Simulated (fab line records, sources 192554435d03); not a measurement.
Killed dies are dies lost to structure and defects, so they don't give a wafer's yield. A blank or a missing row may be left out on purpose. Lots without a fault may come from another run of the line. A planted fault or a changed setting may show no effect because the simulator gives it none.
fab line records | flow n5_finfet
record lots=7 wafers=39
route steps=1938 shown DUMMY_GATE@237 SD_EPI_N@293 SD_EPI_P@295 MOL_CONTACT_COAG@541
start_h: hours from the record's first day to the start of the lot's first wafer shown | wait_h: hours since the lot's step before | " the same as in the row above | L1.1+2: a row that stands for several wafers | - no value, or no start given | * or withheld: withheld | < > ~ a bound
route shown NAME@n: a module of which the file shows steps, and the number in the route of the first | usual: mean/standard deviation of fault-free wafers | same: alike in all rows | chamber/n: place in a boat | sites: the reading at each site | _std_site: their standard deviation | _edge_site: outer sites' mean less inner sites' | radius_mm: how far each site lies from the wafer's centre | mask NAME#n: copy n | behind: the tool/chamber that last shaped the wafer | hold: why the lot was held/for how many hours/how that ended | device: the transistor (n, p or np) that didn't switch | end of line: the same wafers' tests at the end of the route | a step without rows: its recipe alone | killed: dies lost to structure and defects at the first sort, not the wafer's yield | map: a wafer's dies, x killed, . not, _ none there
set.NAME: the setting as run; set.NAME@STEP: as run at that earlier step | model.NAME: the simulator's own value behind a step, which no gauge read
lots whose settings were changed on purpose; a table a step, a row a wafer
## steps
# step N5_DUMMY_GATE_ETCH_37
# recipe chemistry=N2/H2 target=SOC target_depth_a=600 overetch_a=300 temp_c=40 ion_energy_ev=200 pressure_mtorr=30 source_w=840 bias_w=150 n2_flow_sccm=200 h2_flow_sccm=200
# usual rf_vpp_V=524/3.1
# columns lot.wafer tool chamber start_h wait_h set.source_w rf_vpp_V
L076.1 rie_diel-06 0 59.29 0.0 840 524
L076.2 " 2 " " 840 528
L076.3 " 1 " " 840 524
L076.4 " 3 " " 840 518
L076.5 " 2 " " 840 528
L076.6 " 1 " " 840 523
L080.1 rie_diel-06 2 87.13 0.0 840 526
L080.2 " 3 " " 902.7 507
L080.3 " 0 " " 902.7 512
L080.4 " 1 " " 840 525
L080.5 " 3 " " 902.7 506
L080.6 " 0 " " 840 525
L081.1 rie_diel-05 3 88.79 0.0 707.4 555
L081.2 " 1 " " 840 525
L081.3 " 0 " " 840 526
L081.4 " 2 " " 707.4 560
L081.5 " 0 " " 840 526
L081.6 " 3 " " 707.4 557
L083.1 rie_diel-05 3 100.48 0.0 840 525
L083.2 " 2 " " 958.9 505
L083.3 " 0 " " 840 525
L083.4 " 1 " " 958.9 503
L083.5 " 1 " " 840 526
L083.6 " 2 " " 958.9 506
L088.1 rie_diel-05 3 133.37 0.0 840 526
L088.3 " 1 " " 840 526
L088.6 " 1 " " 840 525
L089.1 rie_diel-02 1 137.19 0.0 772.8 536
L089.2 " 0 " " 840 524
L089.3 " 2 " " 772.8 538
L089.4 " 2 " " 840 523
L089.5 " 0 " " 840 524
L089.6 " 1 " " 772.8 536
L095.1 rie_diel-06 0 172.12 0.0 729 552
L095.2 " 3 " " 840 518
L095.3 " 1 " " 729 549
L095.4 " 2 " " 729 552
L095.5 " 3 " " 840 519
L095.6 " 0 " " 840 526
# step N5_SD_EPI_N_LINER_46
# recipe material=SiNx target_thk_a=30 temp_c=400 ald_precursor_family=SiH2I2 ald_co_reactant=N2/H2-plasma pressure_torr=2
# columns lot.wafer tool chamber start_h wait_h set.target_thk_a model.SiNx_of_SD_EPI_N_LINER_46.thk_nm
L076.1+2+5 ald_sin-04 0,3,3 65.54 0.5 30 3
L076.3+4+6 " 1,2,0 " " 26.35 2.6
L080.1+2+3+4+5+6 ald_sin-02 0,3,2,1,1,0 93.72 0.2 30 3
L081.1+2+6 ald_sin-02 0,2,0 94.52 0.2 26.09 2.6
L081.3+4+5 " 1,3,3 " " 30 3
L083.1+3+4 ald_sin-03 2,3,0 106.54 0.2 30 3
L083.2+5 " 1,3 " " 32.95 3.2
L083.6 " 2 " " 32.95 3.4
L088.1+3+6 ald_sin-03 2,0,2 139.94 0.2 30 3
L089.1+4+6 ald_sin-03 1,0,1 144.26 0.2 30 3
L089.2+3+5 " 2,3,2 " " 33.47 3.4
L095.1+3+6 ald_sin-04 0,1,0 177.97 0.2 26.72 2.6
L095.2+4+5 " 3,2,3 " " 30 3
# step N5_SD_EPI_P_COAT_34
# recipe resist=SOC temp_c=250 time_s=60 spin_rpm=1500 resist_thk_nm=350
# step N5_SD_EPI_P_PRECLEAN_52
# recipe chemistry=O3/DIW time_s=60 temp_c=22 o3_ppm=10
# step N5_SD_EPI_P_SRD_20
# recipe dry=ipa_marangoni do_ppb=5 time_s=30 temp_c=23 rinse_liquid=diw
# step N5_SD_EPI_P_PRECLEAN_51
# recipe chemistry=NF3:NH3 afs_cycles=1 temp_c=30 time_s=20 sublimation_temp_c=180 sublimation_time_s=60 pressure_torr=3 rf_power_w=30
# columns lot.wafer tool chamber start_h wait_h set.target_thk_a@SD_EPI_N_LINER_46 model.SiNx_of_SD_EPI_N_LINER_46.thk_nm
L076.1+2+5 epi_rpcvd-04 0 67.16 0.0 30 2.6
L076.3+4+6 " 0 " " 26.35 2.2
L080.1+2+3+4+5+6 epi_rpcvd-01 0 95.35 0.0 30 2.6
L081.1+2+6 epi_rpcvd-04 0 96.38 0.0 26.09 2.2
L081.3+4+5 " 0 " " 30 2.6
L083.1+3+4 epi_rpcvd-04 0 108.15 0.0 30 2.6
L083.2 " 0 " " 32.95 2.8
L083.5+6 " 0 " " 32.95 3
L088.1+3+6 epi_rpcvd-01 0 141.54 0.0 30 2.6
L089.1+4+6 epi_rpcvd-04 0 145.86 0.0 30 2.6
L089.2+3+5 " 0 " " 33.47 3
L095.1+3+6 epi_rpcvd-03 0 179.58 0.0 26.72 2.2
L095.2+4+5 " 0 " " 30 2.6
# step N5_MOL_CONTACT_COAG_IMPLANT_129
# recipe species=Ge energy_kev=3 dose_cm2=6e+14 tilt_deg=0 rotation_deg=0
# columns lot.wafer tool chamber start_h wait_h set.energy_kev model.implant.rp_nm model.implant.drp_nm
L076.1+2+3+4+5+6 implanter-01 0 102.31 0.0 3 5.946 2.134
L080.1+2+6 implanter-01 0 128.62 0.0 3.662 6.714 2.415
L080.3+4+5 " 0 " " 3 6.001 2.134
L081.1+2+3+4+5+6 implanter-02 0 129.16 0.0 3 6.071 2.134
L083.1+2+3+4+5+6 implanter-02 0 140.93 0.0 3 6.019 2.134
L088.1+3+6 implanter-01 0 174.68 0.0 3 6.175 2.134
L089.1+3+4 implanter-02 0 180.68 0.0 3 5.987 2.134
L089.2+5+6 " 0 " " 3.567 6.599 2.376
L095.1+3+5 implanter-02 0 215.51 0.0 3.75 6.964 2.451
L095.2+4+6 " 0 " " 3 6.141 2.134
# step N5_MOL_CONTACT_COAG_EXPOSE_37
# recipe mask_id=VD na=0.33 source_shape=annular sigma_inner=0.3 sigma_outer=0.7 polarization=unpolarized defocus_nm=0 dose_mj=62
# columns lot.wafer tool chamber start_h wait_h mask set.dose_mj
L076.1+2+3+4+5+6 euv_scanner-02 0 114.90 - VD#0 62
L080.1+4+6 euv_scanner-02 0 138.95 - VD#0 60.16
L080.2+3+5 " 0 " " VD#0 62
L081.1+4+6 euv_scanner-01 0 139.50 - VD#0 57.4
L081.2+3+5 " 0 " " VD#0 62
L083.1+3+6 euv_scanner-01 0 150.88 - VD#0 58.99
L083.2+4+5 " 0 " " VD#0 62
L088.1+3+6 euv_scanner-02 0 185.28 - VD#0 62
L089.1+4+5 euv_scanner-02 0 194.45 - VD#0 57.93
L089.2+3+6 " 0 " " VD#0 62
L095.1+3+4 euv_scanner-01 0 227.35 - VD#0 64.82
L095.2+5+6 " 0 " " VD#0 62
# step N5_MOL_CONTACT_COAG_PEB_38
# recipe peb_temp_c=100 peb_time_s=60 resist=CAR-EUV
# step N5_MOL_CONTACT_COAG_DEVELOP_39
# recipe develop_time_s=30 developer=TMAH resist=CAR-EUV rinse_liquid=surfactant_rinse dry=air_spin dev_temp_c=23
# step N5_MOL_CONTACT_COAG_CD_MEAS_40
# recipe target_cd_nm=25.1 landing_energy_ev=500 detector=se_inlens polarity=opening
# usual cd_nm=25.08/0.25
# columns lot.wafer tool chamber start_h wait_h set.dose_mj@MOL_CONTACT_COAG_EXPOSE_37 cd_nm
L076.1 cd_sem-03 0 115.05 - 62 24.80
L076.2 " 0 " " 62 25.09
L076.3 " 0 " " 62 24.87
L076.4 " 0 " " 62 25.11
L076.5 " 0 " " 62 25.04
L076.6 " 0 " " 62 24.71
L080.1 cd_sem-02 0 139.10 - 60.16 24.50
L080.2 " 0 " " 62 25.40
L080.3 " 0 " " 62 24.92
L080.4 " 0 " " 60.16 24.51
L080.5 " 0 " " 62 25.01
L080.6 " 0 " " 60.16 24.47
L081.1 cd_sem-03 0 139.65 - 57.4 23.32
L081.2 " 0 " " 62 24.64
L081.3 " 0 " " 62 24.83
L081.4 " 0 " " 57.4 23.54
L081.5 " 0 " " 62 25.09
L081.6 " 0 " " 57.4 22.91
L083.1 cd_sem-02 0 151.03 - 58.99 24.23
L083.2 " 0 " " 62 25.27
L083.3 " 0 " " 58.99 24.16
L083.4 " 0 " " 62 25.25
L083.5 " 0 " " 62 25.09
L083.6 " 0 " " 58.99 23.98
L088.1 cd_sem-03 0 185.43 - 62 25.25
L088.3 " 0 " " 62 25.04
L088.6 " 0 " " 62 25.29
L089.1 cd_sem-03 0 194.60 - 57.93 24.31
L089.2 " 0 " " 62 24.95
L089.3 " 0 " " 62 25.32
L089.4 " 0 " " 57.93 24.01
L089.5 " 0 " " 57.93 24.14
L089.6 " 0 " " 62 25.58
L095.1 cd_sem-02 0 227.50 - 64.82 25.82
L095.2 " 0 " " 62 24.65
L095.3 " 0 " " 64.82 26.09
L095.4 " 0 " " 64.82 25.93
L095.5 " 0 " " 62 25.41
L095.6 " 0 " " 62 25.09
## key
split step=N5_DUMMY_GATE_ETCH_37 setting=source_w stated=840 by=wafer
response step=N5_DUMMY_GATE_ETCH_37 reading=rf_vpp_V change=-1.92 per=1% r=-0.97
split step=N5_SD_EPI_N_LINER_46 setting=target_thk_a stated=30 by=wafer
response step=N5_SD_EPI_N_LINER_46 reading=model.SiNx_of_SD_EPI_N_LINER_46.thk_nm change=+0.0325 per=1% r=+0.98
response step=N5_SD_EPI_P_PRECLEAN_51 reading=model.SiNx_of_SD_EPI_N_LINER_46.thk_nm change=+0.0335 per=1% r=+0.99
split step=N5_MOL_CONTACT_COAG_IMPLANT_129 setting=energy_kev stated=3 by=wafer
response step=N5_MOL_CONTACT_COAG_IMPLANT_129 reading=model.implant.rp_nm change=+0.0326 per=1% r=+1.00
response step=N5_MOL_CONTACT_COAG_IMPLANT_129 reading=model.implant.drp_nm change=+0.0127 per=1% r=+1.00
split step=N5_MOL_CONTACT_COAG_EXPOSE_37 setting=dose_mj stated=62 by=wafer
response step=N5_MOL_CONTACT_COAG_CD_MEAS_40 reading=cd_nm change=+0.201 per=1% r=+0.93
